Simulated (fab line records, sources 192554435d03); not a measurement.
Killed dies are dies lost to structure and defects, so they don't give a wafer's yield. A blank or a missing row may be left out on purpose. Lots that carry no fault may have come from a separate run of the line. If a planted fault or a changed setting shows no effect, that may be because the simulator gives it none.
Chamber matching | flow n5_finfet | N5_MOL_CONTACT_COAG_ALD_131 on ald_sin-02 has 4 sister chambers
The step deposits SiO2, target thk 5 nm, pulse time 1 s, co reactant pulse time 1 s. 4 wafers are shown with their chamber, then 11 later ones without.

== WAFERS WITH THEIR CHAMBER ==
wafer  | chamber | heater_power_w (W)
L088.4 | 2       | 79
L090.4 | 1       | 79
L090.6 | 3       | 78
L093.4 | 0       | 77

== WAFERS WITH NO CHAMBER GIVEN ==
wafer  | heater_power_w (W)
L093.5 | 79
L093.6 | 78
L094.1 | 80
L094.3 | 79
L094.5 | 80
L095.3 | 80
L095.4 | 81
L095.5 | 80
L097.1 | 77
L097.3 | 80
L097.5 | 77

== WHICH CHAMBER EACH WENT THROUGH ==
wafer  | from the rows above               | in truth
L093.5 | can't be placed: 1 or 2 or 3      | 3
L093.6 | can't be placed: 3 or 0 or 1 or 2 | 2
L094.1 | can't be placed: 1 or 2 or 3      | 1
L094.3 | can't be placed: 1 or 2 or 3      | 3
L094.5 | can't be placed: 1 or 2 or 3      | 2
L095.3 | can't be placed: 1 or 2 or 3      | 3
L095.4 | can't be placed: 1 or 2 or 3      | 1
L095.5 | can't be placed: 1 or 2 or 3      | 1
L097.1 | can't be placed: 0 or 3           | 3
L097.3 | can't be placed: 1 or 2 or 3      | 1
L097.5 | can't be placed: 0 or 3           | 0
Correctly placed: 0 of 11. These rows do not allow placing 11 (true chamber among the candidates in 11). Number placed wrongly: 0.
How it was worked out, from the rows above alone: a wafer's distance from a chamber is the root of the sum, over the readings, of the square of ((its reading less the chamber's mean) divided by the reading's scatter). The wafer belongs to the nearest chamber; if the next one is less than 2 further off, it can't be placed. The mean given for a chamber averages the wafers shown for that chamber. The scatter: with one shown wafer a chamber, the root of the mean of the squares of how far each hidden wafer lies from its nearest shown one.
